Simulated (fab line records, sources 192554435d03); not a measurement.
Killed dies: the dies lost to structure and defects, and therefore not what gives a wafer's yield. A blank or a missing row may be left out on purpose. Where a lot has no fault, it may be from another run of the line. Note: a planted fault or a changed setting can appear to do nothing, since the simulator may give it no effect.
fab line records    flow n5Finfet    part 2 of 2: steps 5 to 6 of 6
[record] lots = 24  wafers = 72  lastDay = 19
route steps=1938 shown BEOL_M6@1231 BEOL_M7@1277
lots untouched by any fault: they come from a run of this same line in which no faults occurred
startH: the number of hours between the record's first day and the start of the first shown wafer of the lot    waitH: hours since the lot's step before    " the same as in the row above    L1.1+2: a single row standing in for several wafers    - value missing, or start not given    * or withheld: withheld    < > ~ a bound
route shown NAME@n: a module of which the file shows steps, and the number in the route of the first    usual: average and standard deviation across the fault-free wafers    same: alike in all rows    chamber/n: place in a boat    sites: readings site by site    _std_site: the standard deviation of these    _edge_site: mean of outer sites minus mean of inner sites    radiusMm: for every site, how far away it sits from the centre of the wafer    mask NAME#n: copy n    behind: the most recent tool/chamber to have shaped the wafer    hold: cause of the lot's hold/its duration in hours/its outcome    device: which transistor (n, p or np) failed to switch    end of line: the tests these same wafers got at the end of their route    where a step has no rows: the recipe by itself    killed: at the first sort, the dies lost to defects and structure; wafer yield is something else    map: the dies of a wafer, with x for killed, . for not killed, _ for no die there
set.NAME: the setting that was run; set.NAME@STEP: the one run at that earlier step    model.NAME: the simulator's own value behind a step, which no gauge read
route steps across a sampled set of lots; one table per step, one row per wafer
services: a tool's chamber out of use, with start hour (startH, from the record's first day; less than 0 if before it), hours out, and reason
[[steps]]
[step N5_BEOL_M7_STRIP_19]
[recipe] chemistry = O2  powerW = 400  tempC = 40  pressureMtorr = 30  rfFrequencyHz = 6e+07  biasPowerW = 0  overashFraction = 0.2  o2FlowSccm = 225
[usual] drypumpMotorCurrentA = 5.6/0.46  oesProductAu = 0.80/0.099  rfVppV = 3.7/0.59  showerheadPlenumPTorr = 2.10/0.085  tempC = 40.00/0.12  throttleValvePct = 16.63/0.18
lot.wafer  tool        chamber  startH  waitH  drypumpMotorCurrentA  oesProductAu  rfHoursCounterH  rfVppV  showerheadPlenumPTorr  tempC  throttleValvePct
L074.1     rieDiel-06  2        205.73  0.1    6.2                   0.79          127              4.7     1.94                   40.01  16.62
L074.2     "           1        "       "      5.1                   0.70          231              3.4     1.99                   39.82  17.02
L074.6     "           1        "       "      5.1                   0.69          -                3.3     1.99                   39.87  17.03
L075.2     rieDiel-02  1        207.59  0.2    5.1                   0.71          241              3.7     2.16                   39.92  16.82
L075.3     "           0        "       "      4.7                   1.02          2                2.8     2.16                   39.95  16.53
L075.5     "           1        "       "      5.1                   0.70          -                3.6     2.16                   39.98  16.81
L077.2     rieDiel-06  3        214.27  0.1    5.4                   0.87          48               3.0     2.23                   40.10  16.29
L077.3     "           2        "       "      6.2                   0.77          130              4.0     1.94                   40.12  16.64
L077.4     "           1        "       "      5.1                   0.69          235              4.2     1.99                   39.95  17.04
L078.2     rieDiel-06  1        225.17  0.1    5.1                   0.69          238              3.1     1.99                   40.20  17.05
L078.5     "           1        "       "      5.1                   0.69          -                3.9     1.99                   39.95  17.04
L078.6     "           0        "       "      5.9                   0.90          -                4.6     2.04                   39.81  16.62
L076.1     rieDiel-06  3        230.54  0.1    5.4                   0.86          52               4.4     2.22                   40.01  16.30
L076.4     "           1        "       "      5.1                   0.69          238              2.8     1.99                   40.18  17.05
L076.5     "           2        "       "      6.2                   0.78          -                3.8     1.94                   40.13  16.62
L079.1     rieDiel-06  2        243.31  0.1    6.2                   0.78          137              3.1     1.93                   39.91  16.65
L079.3     "           0        "       "      5.9                   0.89          45               3.8     2.04                   39.78  16.62
L079.5     "           3        "       "      5.4                   0.86          -                3.6     2.22                   39.95  16.30
L080.4     rieDiel-02  0        243.75  0.1    4.7                   0.97          -                4.1     2.15                   40.08  16.55
L080.5     "           2        "       "      5.6                   0.71          -                3.6     2.17                   40.14  16.63
L080.6     "           3        "       "      5.9                   0.72          -                3.3     2.09                   40.10  16.46
L081.2     rieDiel-03  2        252.66  0.1    6.3                   0.69          246              3.8     2.16                   40.04  17.01
L081.3     "           0        "       "      5.5                   0.75          155              3.7     2.11                   39.99  16.82
L081.4     "           2        "       "      6.3                   0.69          -                3.4     2.16                   40.06  17.01
L082.2     rieDiel-02  3        264.34  0.1    5.9                   0.72          172              4.8     2.09                   40.02  16.48
L082.3     "           1        "       "      5.0                   1.00          1                4.1     2.15                   40.04  16.36
L082.5     "           2        "       "      5.6                   0.71          -                3.8     2.17                   39.73  16.64
L083.2     rieDiel-02  2        270.99  0.1    5.6                   0.71          200              3.7     2.17                   40.05  16.64
L083.3     "           0        "       "      4.7                   0.95          21               3.4     2.15                   39.96  16.56
L083.5     "           0        "       "      4.7                   0.94          -                3.2     2.15                   40.00  16.57
L085.1     rieDiel-06  1        287.69  0.1    5.1                   0.96          2                3.5     2.25                   40.08  16.59
L085.2     "           3        "       "      5.4                   0.84          70               3.8     2.22                   39.93  16.33
L085.5     "           2        "       "      6.2                   0.76          -                3.3     1.93                   39.79  16.66
L084.3     rieDiel-02  1        294.03  0.1    5.1                   0.96          11               2.8     2.15                   39.99  16.38
L084.4     "           0        "       "      4.7                   0.93          28               4.4     2.15                   40.10  16.59
L084.5     "           2        "       "      5.7                   0.70          -                4.0     2.17                   40.05  16.66
L087.1     rieDiel-03  1        298.50  0.1    5.6                   0.87          75               2.8     2.11                   39.88  16.57
L087.4     "           1        "       "      5.6                   0.86          -                4.4     2.11                   40.01  16.58
L087.6     "           0        "       "      5.6                   0.72          -                2.7     2.10                   40.17  16.87
L088.2     rieDiel-06  1        303.31  0.2    5.1                   0.93          7                3.0     2.25                   39.81  16.61
L088.3     "           0        "       "      5.8                   0.87          64               2.8     2.04                   40.01  16.65
L088.6     "           1        "       "      5.1                   0.93          -                4.1     2.25                   40.06  16.63
L086.1     rieDiel-02  2        303.60  0.2    5.7                   0.70          210              3.8     2.17                   39.84  16.66
L086.3     "           3        "       "      5.9                   0.71          184              4.3     2.08                   39.98  16.50
L086.4     "           2        "       "      5.7                   0.70          -                4.2     2.17                   39.98  16.65
L092.1     rieDiel-02  3        309.28  0.1    5.9                   0.71          185              3.6     2.08                   39.76  16.49
L092.3     "           1        "       "      5.1                   0.96          12               4.7     2.15                   40.04  16.39
L092.4     "           2        "       "      5.6                   0.70          212              4.2     2.17                   39.82  16.69
L089.1     rieDiel-06  0        317.90  0.1    5.9                   0.87          69               3.6     2.03                   40.14  16.66
L089.3     "           3        "       "      5.4                   0.83          77               3.5     2.22                   40.05  16.34
L089.5     "           2        "       "      6.2                   0.76          -                3.8     1.93                   40.06  16.68
L090.1     rieDiel-03  1        321.57  0.1    5.6                   0.85          84               3.9     2.11                   40.06  16.57
L090.2     "           2        "       "      6.3                   0.98          1                4.2     2.15                   40.13  16.54
L090.3     "           3        "       "      5.9                   0.73          200              3.9     2.08                   39.93  16.79
L091.3     rieDiel-03  0        325.26  0.1    5.5                   0.73          184              3.6     2.10                   40.04  16.89
L091.4     "           1        "       "      5.6                   0.84          85               3.2     2.11                   40.06  16.58
L091.5     "           0        "       "      5.5                   0.73          -                3.3     2.10                   40.16  16.87
L094.3     rieDiel-03  2        331.55  0.1    6.3                   0.98          3                4.1     2.15                   39.97  16.55
L094.4     "           1        "       "      5.6                   0.85          86               2.8     2.11                   39.96  16.61
L094.6     "           3        "       "      5.9                   0.71          -                4.1     2.08                   39.83  16.83
L093.1     rieDiel-02  2        333.84  0.2    5.6                   0.69          218              4.4     2.17                   39.95  16.67
L093.4     "           0        "       "      4.7                   0.92          39               4.0     2.14                   39.87  16.60
L093.5     "           3        "       "      5.9                   0.70          -                5.2     2.08                   39.94  16.51
L096.2     rieDiel-06  3        333.88  0.1    5.4                   0.82          81               2.9     2.21                   39.89  16.36
L096.3     "           1        "       "      5.1                   0.91          15               2.8     2.24                   40.08  16.63
L096.5     "           1        "       "      5.1                   0.92          -                2.8     2.24                   40.11  16.62
L097.3     rieDiel-02  2        351.69  0.1    5.6                   0.69          223              2.9     2.16                   40.03  16.68
L097.5     "           2        "       "      5.6                   0.70          -                3.9     2.16                   39.92  16.69
L097.6     "           1        "       "      5.1                   0.91          -                3.1     2.15                   40.05  16.41
L095.2     rieDiel-03  2        375.96  0.1    6.4                   0.92          18               3.8     2.14                   39.92  16.59
L095.3     "           1        "       "      5.6                   0.83          100              3.8     2.10                   40.07  16.61
L095.5     "           1        "       "      5.6                   0.83          -                3.7     2.10                   40.08  16.62
[step N5_BEOL_M7_CD_MEAS_28]
[recipe] targetCdNm = 40  landingEnergyEv = 500  detector = seInlens
[usual] cdNm = 40.03/0.23
lot.wafer  tool      chamber  startH  waitH  cdNm
L075.2     cdSem-02  0        208.37  -      40.09
L075.3     "         0        "       "      40.07
L075.5     "         0        "       "      39.78
L074.1     cdSem-01  0        208.42  -      40.22
L074.2     "         0        "       "      40.08
L074.6     "         0        "       "      40.14
L077.2     cdSem-03  0        215.29  -      40.17
L077.3     "         0        "       "      39.88
L077.4     "         0        "       "      39.72
L078.2     cdSem-03  0        228.72  -      40.08
L078.5     "         0        "       "      39.99
L078.6     "         0        "       "      39.83
L076.1     cdSem-03  0        232.20  -      40.31
L076.4     "         0        "       "      40.29
L076.5     "         0        "       "      40.24
L079.1     cdSem-01  0        244.72  -      39.73
L079.3     "         0        "       "      39.96
L079.5     "         0        "       "      40.03
L080.4     cdSem-02  0        244.87  -      39.80
L080.5     "         0        "       "      40.08
L080.6     "         0        "       "      39.85
L081.2     cdSem-03  0        253.74  -      40.14
L081.3     "         0        "       "      39.94
L081.4     "         0        "       "      39.93
L082.2     cdSem-01  0        265.96  -      40.06
L082.3     "         0        "       "      39.78
L082.5     "         0        "       "      40.20
L083.2     cdSem-01  0        271.45  -      40.40
L083.3     "         0        "       "      39.68
L083.5     "         0        "       "      39.92
L085.1     cdSem-02  0        289.40  -      40.21
L085.2     "         0        "       "      40.11
L085.5     "         0        "       "      40.32
L084.3     cdSem-02  0        294.47  -      39.87
L084.4     "         0        "       "      40.07
L084.5     "         0        "       "      40.28
L087.1     cdSem-03  0        302.01  -      40.23
L087.4     "         0        "       "      40.15
L087.6     "         0        "       "      40.19
L086.1     cdSem-03  0        309.06  -      40.00
L086.3     "         0        "       "      39.88
L086.4     "         0        "       "      40.14
L088.2     cdSem-02  0        309.62  -      40.42
L088.3     "         0        "       "      40.08
L088.6     "         0        "       "      39.73
L092.1     cdSem-01  0        311.09  -      40.11
L092.3     "         0        "       "      39.60
L092.4     "         0        "       "      40.26
L089.1     cdSem-02  0        319.52  -      39.78
L089.3     "         0        "       "      39.85
L089.5     "         0        "       "      39.99
L090.1     cdSem-02  0        323.56  -      39.80
L090.2     "         0        "       "      40.07
L090.3     "         0        "       "      39.59
L091.3     cdSem-01  0        325.77  -      39.87
L091.4     "         0        "       "      39.72
L091.5     "         0        "       "      40.64
L094.3     cdSem-01  0        332.80  -      40.11
L094.4     "         0        "       "      39.98
L094.6     "         0        "       "      39.87
L093.1     cdSem-02  0        334.62  -      40.40
L093.4     "         0        "       "      40.04
L093.5     "         0        "       "      39.74
L096.2     cdSem-01  0        334.76  -      40.14
L096.3     "         0        "       "      40.12
L096.5     "         0        "       "      39.89
L097.3     cdSem-02  0        353.40  -      39.69
L097.5     "         0        "       "      40.27
L097.6     "         0        "       "      40.17
L095.2     cdSem-03  0        379.02  -      39.99
L095.3     "         0        "       "      40.24
L095.5     "         0        "       "      40.18
[[services]]
tool        chamber  startH  hours  kind
rieDiel-02  0        177.29  -      clean
rieDiel-02  0        177.29  -      consumableReplace:focusRing
rieDiel-02  0        177.29  24.5   scheduledDown
rieDiel-02  0        177.29  24.5   ventCycle
uvCure-02   -        182.12  2.8    pm
rieDiel-05  2        191.66  1.2    repair
uvCure-03   -        199.42  1.0    pm
rieDiel-03  -        210.92  0.5    repair
rieDiel-03  2        224.74  5.5    repair
rieDiel-02  1        235.50  -      clean
rieDiel-02  1        235.50  -      consumableReplace:focusRing
rieDiel-03  3        237.13  57.4   repair
rieDiel-05  2        246.28  10.0   repair
uvCure-01   -        247.08  7.5    pm
rieDiel-02  -        254.90  8.1    repair
uvCure-03   -        255.72  7.5    pm
rieDiel-05  2        270.02  3.1    repair
uvCure-01   -        278.87  1.0    pm
rieDiel-02  1        296.22  11.3   repair
rieDiel-03  0        358.06  7.0    repair
rieDiel-04  2        363.48  6.0    repair
uvCure-03   -        366.54  2.8    pm
rieDiel-02  2        368.36  7.7    repair
rieDiel-06  2        374.95  7.2    repair
